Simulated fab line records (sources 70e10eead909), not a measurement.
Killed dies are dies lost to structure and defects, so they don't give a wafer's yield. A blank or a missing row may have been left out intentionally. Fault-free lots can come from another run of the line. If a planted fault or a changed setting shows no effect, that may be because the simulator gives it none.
fab line records | flow nandHarc
record lots=14 | wafers=42 | lastDay=33
route steps=1302 shown P_M2@344 P_BONDPAD@352
lots with no fault: from the same line, run without faults
startH: hours from the record's first day to the start of the lot's first wafer shown | waitH: how many hours have passed since the lot's step before this one | " unchanged from the row above | L1.1+2: a row that stands for several wafers | - no value present, or no start provided | * or withheld: withheld | < > ~ a bound
route shown NAME@n: NAME is a module with steps in the file, n the number in the route of the first one | usual: mean and standard deviation over wafers with no fault | same: alike in all rows | chamber/n: place in a boat | sites: readings site by site | _std_site: standard deviation across them | _edge_site: outer sites' mean less inner sites' | radiusMm: how far each site lies from the wafer's centre | mask NAME#n: copy n | behind: tool/chamber where the wafer was last shaped | hold: why the lot went on hold/how many hours it stayed there/how the hold came to an end | device: names the non-switching transistor (n, p or np) | end of line: the route-end tests of the same wafers | a step without rows: its recipe alone | killed: at the first sort, the dies lost to defects and structure; wafer yield is something else | map: dies across one wafer; x = killed, . = not, _ = none there
set.NAME: setting as actually run; set.NAME@STEP: the setting as run at that earlier step | model.NAME: the simulator's own value behind a step, which no gauge read
one table for each step of the route and one row for each wafer, over a sample of lots
services: the hour from which a tool's chamber was out of use, counted from the record's first day as startH (under 0 if before that day), plus the number of hours and why
## steps
# step NHARC_P_M2_CMP_23
# recipe tOverpolishS=20 | targetThkNm=144.3
# usual edgeZonePressureFrac=1.000/0.0054 | motorCurrentA=12.3/0.8 | timeToEndpointS=28/3.4
lot.wafer | tool   | chamber | startH | waitH | edgeZonePressureFrac | motorCurrentA | timeToEndpointS
L476.1    | cmp-03 | 3       | 135.46 | -     | 1.000                | 13.4          | 30
L476.4    | "      | 1       | "      | "     | 0.995                | 10.6          | 33
L476.6    | "      | 3       | "      | "     | 1.000                | 13.2          | 31
L477.1    | cmp-01 | 3       | 139.15 | -     | 0.996                | 12.1          | 29
L477.2    | "      | 2       | "      | "     | 0.992                | 12.5          | 31
L477.5    | "      | 3       | "      | "     | 1.000                | 11.5          | 29
L478.2    | cmp-02 | 2       | 149.66 | -     | 1.002                | 12.0          | 27
L478.5    | "      | 3       | "      | "     | 0.995                | 13.1          | 26
L478.6    | "      | 0       | "      | "     | 0.998                | 12.1          | 25
L480.3    | cmp-03 | 2       | 174.35 | -     | 1.009                | 11.4          | 33
L480.1    | "      | 3       | "      | "     | 1.005                | 12.6          | 33
L480.6    | "      | 1       | "      | "     | 0.999                | 11.0          | 31
L483.4    | cmp-03 | 1       | 206.46 | -     | 0.991                | 10.4          | 32
L483.3    | "      | 2       | "      | "     | 1.007                | 11.2          | 31
L483.2    | "      | 0       | "      | "     | 0.998                | 12.3          | 26
L485.4    | cmp-01 | 1       | 223.36 | -     | 1.000                | 13.4          | 36
L485.2    | "      | 2       | "      | "     | 0.998                | 11.9          | 31
L485.1    | "      | 0       | "      | "     | 1.001                | 13.6          | 31
L486.1    | cmp-02 | 3       | 237.30 | -     | 1.002                | 13.5          | 26
L486.3    | "      | 0       | "      | "     | 0.993                | 12.3          | 25
L486.5    | "      | 3       | "      | "     | 1.003                | 13.2          | 25
L487.2    | cmp-03 | 2       | 239.97 | -     | 0.998                | 11.4          | 31
L487.3    | "      | 3       | "      | "     | 0.995                | 13.3          | 30
L487.1    | "      | 1       | "      | "     | 1.013                | 11.3          | 30
L494.4    | cmp-02 | 1       | 311.51 | -     | 1.006                | 12.5          | 27
L494.6    | "      | 1       | "      | "     | 1.002                | 12.7          | 25
L494.5    | "      | 2       | "      | "     | 1.006                | 11.8          | 24
L496.2    | cmp-01 | 3       | 333.25 | -     | 1.004                | 11.6          | 29
L496.4    | "      | 1       | "      | "     | 0.995                | 14.0          | 36
L496.5    | "      | 3       | "      | "     | 1.003                | 11.9          | 29
L495.4    | cmp-03 | 1       | 333.81 | -     | 1.002                | 11.0          | 30
L495.2    | "      | 3       | "      | "     | 1.005                | 13.6          | 29
L495.6    | "      | 0       | "      | "     | 1.001                | 12.7          | 25
L497.2    | cmp-01 | 3       | 338.86 | -     | 1.005                | 12.0          | 26
L497.1    | "      | 1       | "      | "     | 1.005                | 13.2          | 34
L497.5    | "      | 2       | "      | "     | 0.995                | 12.5          | 32
L499.2    | cmp-03 | 2       | 357.27 | -     | 0.999                | 12.1          | 32
L499.1    | "      | 3       | "      | "     | 1.006                | 13.3          | 30
L499.3    | "      | 1       | "      | "     | 0.997                | 11.0          | 29
L498.3    | cmp-03 | 3       | 358.11 | -     | 1.002                | 13.1          | 30
L498.6    | "      | 1       | "      | "     | 0.997                | 10.9          | 32
L498.5    | "      | 2       | "      | "     | 0.997                | 11.6          | 29
# step NHARC_P_BONDPAD_CMP_32
# recipe targetThkNm=200 | material=SiCN
# usual edgeZonePressureFrac=1.000/0.0044 | motorCurrentA=12.5/0.98
lot.wafer | tool   | chamber | startH | waitH | edgeZonePressureFrac | motorCurrentA
L476.1    | cmp-04 | 1       | 136.95 | -     | 1.000                | 11.4
L476.4    | "      | 2       | "      | "     | 0.994                | 11.8
L476.6    | "      | 1       | "      | "     | 1.002                | 12.0
L477.2    | cmp-01 | 3       | 140.61 | -     | 1.006                | 12.2
L477.1    | "      | 0       | "      | "     | 0.998                | 12.5
L477.5    | "      | 3       | "      | "     | 1.006                | 11.9
L478.2    | cmp-04 | 0       | 151.03 | -     | 1.004                | 11.7
L478.6    | "      | 3       | "      | "     | 1.005                | 14.1
L478.5    | "      | 0       | "      | "     | 0.997                | 11.9
L480.3    | cmp-01 | 3       | 175.79 | -     | 1.004                | 11.4
L480.1    | "      | 1       | "      | "     | 0.995                | 13.7
L480.6    | "      | 2       | "      | "     | 0.998                | 12.4
L483.4    | cmp-04 | 0       | 207.92 | -     | 1.005                | 11.2
L483.3    | "      | 1       | "      | "     | 1.010                | 11.6
L483.2    | "      | 2       | "      | "     | 0.997                | 12.4
L485.1    | cmp-02 | 3       | 224.80 | -     | 0.998                | 14.0
L485.2    | "      | 0       | "      | "     | 0.995                | 11.9
L485.4    | "      | 2       | "      | "     | 1.000                | 11.7
L486.3    | cmp-01 | 2       | 239.47 | -     | -                    | -
L486.1    | "      | 0       | "      | "     | -                    | -
L486.5    | "      | 3       | "      | "     | -                    | -
L487.3    | cmp-04 | 0       | 241.41 | -     | -                    | -
L487.1    | "      | 1       | "      | "     | -                    | -
L487.2    | "      | 3       | "      | "     | -                    | -
L494.4    | cmp-04 | 1       | 313.12 | -     | 1.001                | 10.9
L494.6    | "      | 1       | "      | "     | 1.007                | 11.7
L494.5    | "      | 2       | "      | "     | 1.003                | 11.9
L496.4    | cmp-01 | 2       | 334.82 | -     | 0.999                | 12.0
L496.2    | "      | 1       | "      | "     | 1.002                | 13.6
L496.5    | "      | 2       | "      | "     | 0.999                | 12.7
L495.2    | cmp-04 | 1       | 335.25 | -     | 1.001                | 11.8
L495.4    | "      | 3       | "      | "     | 0.994                | 14.9
L495.6    | "      | 1       | "      | "     | 0.996                | 12.3
L497.1    | cmp-02 | 0       | 340.44 | -     | 0.995                | 12.4
L497.2    | "      | 1       | "      | "     | 0.999                | 12.2
L497.5    | "      | 1       | "      | "     | 1.000                | 13.3
L499.3    | cmp-01 | 0       | 358.73 | -     | 0.992                | 13.7
L499.2    | "      | 1       | "      | "     | 1.005                | 13.9
L499.1    | "      | 2       | "      | "     | 0.994                | 11.9
L498.3    | cmp-02 | 1       | 359.59 | -     | 1.001                | 12.5
L498.5    | "      | 2       | "      | "     | 1.004                | 12.6
L498.6    | "      | 3       | "      | "     | 1.000                | 13.0
# step NHARC_P_BONDPAD_THK_MEAS_33
# recipe thkMeasGauge=ellipsometry
# usual thkNm=199.8/1.7
lot.wafer | tool         | chamber | startH | waitH | thkNm
L476.1    | filmMetro-01 | -       | 137.17 | 0.2   | 199.7
L476.4    | "            | -       | "      | "     | 199.3
L476.6    | "            | -       | "      | "     | 197.3
L477.1    | filmMetro-01 | -       | 140.86 | 0.2   | 198.2
L477.2    | "            | -       | "      | "     | 200.3
L477.5    | "            | -       | "      | "     | 201.1
L478.2    | filmMetro-01 | -       | 151.25 | 0.2   | 200.1
L478.5    | "            | -       | "      | "     | 200.6
L478.6    | "            | -       | "      | "     | 199.1
L480.1    | filmMetro-01 | -       | 176.01 | 0.1   | 202.6
L480.3    | "            | -       | "      | "     | 200.4
L480.6    | "            | -       | "      | "     | 202.6
L483.2    | filmMetro-01 | -       | 208.15 | 0.2   | 197.1
L483.3    | "            | -       | "      | "     | 198.8
L483.4    | "            | -       | "      | "     | 200.9
L485.1    | filmMetro-01 | -       | 225.05 | 0.2   | 196.7
L485.2    | "            | -       | "      | "     | 198.8
L485.4    | "            | -       | "      | "     | 199.0
L486.1    | filmMetro-02 | -       | 239.72 | 0.2   | 250.4
L486.3    | "            | -       | "      | "     | 250.5
L486.5    | "            | -       | "      | "     | 253.1
L487.1    | filmMetro-02 | -       | 241.66 | 0.2   | 246.7
L487.2    | "            | -       | "      | "     | 247.3
L487.3    | "            | -       | "      | "     | 246.4
L494.4    | filmMetro-01 | -       | 313.37 | 0.2   | 199.0
L494.5    | "            | -       | "      | "     | 201.2
L494.6    | "            | -       | "      | "     | 198.9
L496.2    | filmMetro-01 | -       | 335.06 | 0.1   | 203.6
L496.4    | "            | -       | "      | "     | 200.9
L496.5    | "            | -       | "      | "     | 203.5
L495.2    | filmMetro-02 | -       | 335.47 | 0.2   | 202.6
L495.4    | "            | -       | "      | "     | 201.5
L495.6    | "            | -       | "      | "     | 200.0
L497.1    | filmMetro-01 | -       | 340.69 | 0.2   | 196.9
L497.2    | "            | -       | "      | "     | 196.5
L497.5    | "            | -       | "      | "     | 198.0
L499.1    | filmMetro-02 | -       | 358.95 | 0.1   | 201.2
L499.2    | "            | -       | "      | "     | 200.8
L499.3    | "            | -       | "      | "     | 201.1
L498.3    | filmMetro-01 | -       | 359.77 | 0.2   | 198.2
L498.5    | "            | -       | "      | "     | 200.1
L498.6    | "            | -       | "      | "     | 197.8
# step NHARC_P_BONDPAD_DESCUM_11
# recipe timeS=3 | o2FlowSccm=200 | arFlowSccm=0 | biasPowerW=0 | chemistry=O2
# usual drypumpMotorCurrentA=5.6/0.49 | mfcArSccm=0.002/0.0043 | oesProductAu=1.001/0.012 | rfVppV=57.8/0.87 | showerheadPlenumPTorr=1.95/0.099 | throttleValvePct=11.311/0.0095
lot.wafer | tool       | chamber | startH | waitH | drypumpMotorCurrentA | mfcArSccm | oesProductAu | rfHoursCounterH | rfVppV | showerheadPlenumPTorr | throttleValvePct
L476.4    | rieDiel-08 | 1       | 137.97 | -     | 6.2                  | 0         | 1.011        | 10              | 58.5   | 1.93                  | 11.300
L476.1    | "          | 0       | "      | "     | 5.4                  | 0         | 1.000        | 9               | 55.7   | 1.78                  | 11.305
L476.6    | "          | 1       | "      | "     | 6.2                  | 0         | 1.008        | -               | 58.3   | 1.93                  | 11.311
L477.1    | rieDiel-08 | 3       | 141.78 | -     | 5.7                  | 0         | 0.989        | 4               | 57.8   | 1.91                  | 11.310
L477.2    | "          | 2       | "      | "     | 4.6                  | 0         | 1.014        | 10              | 57.5   | 1.83                  | 11.322
L477.5    | "          | 0       | "      | "     | 5.5                  | 0         | 1.002        | -               | 56.6   | 1.78                  | 11.312
L478.2    | rieDiel-12 | 2       | 151.91 | -     | 5.4                  | 0         | 1.032        | 1               | 58.6   | 2.04                  | 11.315
L478.5    | "          | 1       | "      | "     | 6.1                  | 0.012     | 1.018        | -               | 58.2   | 2.01                  | 11.304
L478.6    | "          | 2       | "      | "     | 5.4                  | 0         | 1.024        | -               | 57.9   | 2.04                  | 11.302
L480.3    | rieDiel-08 | 2       | 176.79 | -     | 4.6                  | 0         | 1.018        | 12              | 57.8   | 1.83                  | 11.318
L480.1    | "          | 1       | "      | "     | 6.2                  | 0         | 1.005        | 12              | 58.3   | 1.93                  | 11.313
L480.6    | "          | 3       | "      | "     | 5.7                  | 0         | 1.002        | -               | 57.9   | 1.91                  | 11.305
L483.4    | rieDiel-12 | 2       | 208.93 | -     | 5.4                  | 0         | 1.022        | 3               | 57.9   | 2.04                  | 11.307
L483.2    | "          | 3       | "      | "     | 5.7                  | 0         | 1.004        | 2               | 58.5   | 2.04                  | 11.320
L483.3    | "          | 0       | "      | "     | 4.9                  | 0.011     | 1.003        | 2               | 58.1   | 2.06                  | 11.317
L485.4    | rieDiel-05 | 2       | 225.83 | -     | 5.7                  | 0         | 1.004        | 9               | 56.1   | 1.78                  | 11.325
L485.1    | "          | 0       | "      | "     | 6.3                  | 0         | 0.995        | 6               | 58.3   | 1.95                  | 11.312
L485.2    | "          | 1       | "      | "     | 5.0                  | 0.003     | 1.006        | 9               | 58.7   | 1.99                  | 11.317
L486.3    | rieDiel-05 | 1       | 240.38 | -     | 5.1                  | 0.003     | 0.994        | 0               | 59.3   | 1.99                  | 11.329
L486.1    | "          | 2       | "      | "     | 5.7                  | 0         | 0.994        | 0               | 58.7   | 1.78                  | 11.308
L486.5    | "          | 0       | "      | "     | 6.3                  | 0         | 0.997        | -               | 58.5   | 1.95                  | 11.328
L487.1    | rieDiel-12 | 0       | 242.32 | -     | 4.9                  | 0.011     | 1.000        | 3               | 56.6   | 2.06                  | 11.315
L487.2    | "          | 1       | "      | "     | 6.2                  | 0.012     | 1.011        | 4               | 57.2   | 2.01                  | 11.319
L487.3    | "          | 3       | "      | "     | 5.7                  | 0         | 1.007        | 4               | 59.6   | 2.04                  | 11.312
L494.4    | rieDiel-05 | 2       | 314.05 | -     | 5.7                  | 0         | 0.996        | 3               | 57.2   | 1.78                  | 11.303
L494.6    | "          | 3       | "      | "     | 5.3                  | 0         | 1.000        | -               | 56.9   | 1.81                  | 11.304
L494.5    | "          | 0       | "      | "     | 6.4                  | 0         | 1.019        | -               | 57.0   | 1.95                  | 11.309
L496.2    | rieDiel-05 | 3       | 335.72 | -     | 5.3                  | 0         | 0.987        | 5               | 57.4   | 1.81                  | 11.304
L496.4    | "          | 2       | "      | "     | 5.7                  | 0         | 1.019        | 5               | 57.8   | 1.78                  | 11.312
L496.5    | "          | 3       | "      | "     | 5.3                  | 0         | 0.992        | -               | 58.6   | 1.81                  | 11.329
L495.2    | rieDiel-12 | 3       | 336.13 | -     | 5.7                  | 0         | 0.987        | 2               | 59.2   | 2.04                  | 11.297
L495.4    | "          | 0       | "      | "     | 4.9                  | 0.011     | 0.992        | 1               | 58.7   | 2.06                  | 11.318
L495.6    | "          | 0       | "      | "     | 4.9                  | 0.011     | 0.981        | -               | 58.5   | 2.06                  | 11.310
L497.2    | rieDiel-12 | 1       | 341.48 | -     | 6.2                  | 0.012     | 0.987        | 1               | 58.3   | 2.01                  | 11.294
L497.1    | "          | 3       | "      | "     | 5.7                  | 0         | 0.982        | 2               | 58.3   | 2.04                  | 11.310
L497.5    | "          | 2       | "      | "     | 5.4                  | 0         | 1.007        | -               | 58.2   | 2.04                  | 11.319
L499.1    | rieDiel-08 | 1       | 359.61 | -     | 6.2                  | 0         | 0.986        | 9               | 58.4   | 1.93                  | 11.309
L499.2    | "          | 2       | "      | "     | 4.6                  | 0         | 1.005        | 7               | 58.1   | 1.83                  | 11.314
L499.3    | "          | 3       | "      | "     | 5.7                  | 0         | 0.994        | 8               | 57.1   | 1.91                  | 11.319
L498.3    | rieDiel-12 | 3       | 360.57 | -     | 5.7                  | 0         | 0.977        | 2               | 58.4   | 2.04                  | 11.316
L498.6    | "          | 2       | "      | "     | 5.4                  | 0         | 1.013        | -               | 57.5   | 2.04                  | 11.305
L498.5    | "          | 3       | "      | "     | 5.7                  | 0         | 0.982        | -               | 57.4   | 2.04                  | 11.304
# step NHARC_P_BONDPAD_CD_MEAS_13
# usual cdNm=500.1/2.8
lot.wafer | tool     | chamber | startH | waitH | cdNm
L476.1    | cdSem-02 | -       | 138.29 | -     | 497.2
L476.4    | "        | -       | "      | "     | 503.9
L476.6    | "        | -       | "      | "     | 505.9
L477.1    | cdSem-01 | -       | 142.09 | -     | 495.7
L477.2    | "        | -       | "      | "     | 496.8
L477.5    | "        | -       | "      | "     | 495.3
L478.2    | cdSem-03 | -       | 152.22 | -     | 497.5
L478.5    | "        | -       | "      | "     | 496.4
L478.6    | "        | -       | "      | "     | 499.3
L480.1    | cdSem-03 | -       | 177.12 | -     | 499.7
L480.3    | "        | -       | "      | "     | 502.4
L480.6    | "        | -       | "      | "     | 502.9
L483.2    | cdSem-03 | -       | 209.24 | -     | 499.6
L483.3    | "        | -       | "      | "     | 499.3
L483.4    | "        | -       | "      | "     | 495.3
L485.1    | cdSem-01 | -       | 226.14 | -     | 500.5
L485.2    | "        | -       | "      | "     | 497.4
L485.4    | "        | -       | "      | "     | 505.3
L486.1    | cdSem-01 | -       | 240.68 | -     | 497.4
L486.3    | "        | -       | "      | "     | 500.1
L486.5    | "        | -       | "      | "     | 500.7
L487.1    | cdSem-01 | -       | 242.63 | -     | 501.4
L487.2    | "        | -       | "      | "     | 498.7
L487.3    | "        | -       | "      | "     | 498.7
L494.4    | cdSem-03 | -       | 314.35 | -     | 497.9
L494.5    | "        | -       | "      | "     | 500.1
L494.6    | "        | -       | "      | "     | 499.1
L496.2    | cdSem-03 | -       | 336.03 | -     | 495.5
L496.4    | "        | -       | "      | "     | 500.2
L496.5    | "        | -       | "      | "     | 498.0
L495.2    | cdSem-02 | -       | 336.44 | -     | 497.3
L495.4    | "        | -       | "      | "     | 495.6
L495.6    | "        | -       | "      | "     | 499.9
L497.1    | cdSem-01 | -       | 341.79 | -     | 495.7
L497.2    | "        | -       | "      | "     | 499.8
L497.5    | "        | -       | "      | "     | 499.8
L499.1    | cdSem-01 | -       | 359.92 | -     | 498.4
L499.2    | "        | -       | "      | "     | 497.5
L499.3    | "        | -       | "      | "     | 497.4
L498.3    | cdSem-02 | -       | 360.88 | -     | 503.0
L498.5    | "        | -       | "      | "     | 499.5
L498.6    | "        | -       | "      | "     | 500.2
## services
tool       | chamber | startH | hours | kind
cmp-03     | -       | 125.09 | 3.1   | repair
cmp-02     | -       | 129.33 | 10.5  | repair
cmp-02     | -       | 171.70 | 1.3   | repair
cmp-03     | -       | 176.49 | 4.0   | pm
cmp-01     | -       | 185.60 | 4.0   | pm
cmp-01     | -       | 206.19 | 2.3   | repair
cmp-04     | -       | 209.00 | 4.0   | pm
cmp-04     | -       | 216.19 | 0.8   | repair
rieDiel-12 | 2       | 217.55 | 3.5   | repair
cmp-02     | -       | 218.02 | 3.6   | repair
cmp-02     | -       | 237.82 | 4.0   | pm
rieDiel-12 | 0       | 261.36 | 35.6  | repair
cmp-02     | -       | 264.65 | 0.6   | repair
rieDiel-12 | -       | 268.40 | 9.0   | pm
cmp-03     | -       | 274.49 | 4.0   | pm
cmp-01     | -       | 283.60 | 4.0   | pm
rieDiel-12 | 1       | 284.24 | 14.7  | repair
rieDiel-12 | 2       | 290.30 | 5.6   | repair
cmp-04     | -       | 307.00 | 4.0   | pm
cmp-03     | -       | 307.95 | 0.4   | repair
cmp-03     | -       | 319.25 | 1.4   | repair
cmp-01     | -       | 321.21 | 1.8   | repair
cmp-03     | -       | 325.89 | 2.2   | repair
cmp-01     | -       | 352.14 | 0.6   | repair
## key
firstSign step=NHARC_P_BONDPAD_CMP_32 | reading=toolRecord | direction=missing
effect step=NHARC_P_BONDPAD_THK_MEAS_33 | reading=thkNm | direction=up | sigmas=29 | usual=199.8 | struck=249.1
metAt NHARC_P_BONDPAD_CMP_32
struckLots L486,L487
laterRowsLeftOut L486.1,L486.3,L486.5,L487.1,L487.2,L487.3
sortLeftOut L486.1,L486.3,L486.5,L487.1,L487.2,L487.3
notActingAt NHARC_P_M2_CMP_23,NHARC_P_BONDPAD_DESCUM_11,NHARC_P_BONDPAD_CD_MEAS_13
onsetBetween 207.92 239.47
fault kind=skippedStepWhole | tool=cmp-01,cmp-04 | chamber=- | onsetH=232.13 | steps=NHARC_P_BONDPAD_CMP_32 | scope=struckLotsOnly
# sortLeftOut: the simulated sort isn't trusted on such a fault, so these wafers' sort isn't shown, and their yield isn't known
# laterRowsLeftOut: the simulator's readings of these wafers behind a module that went badly wrong aren't trusted and aren't shown, but for the sort
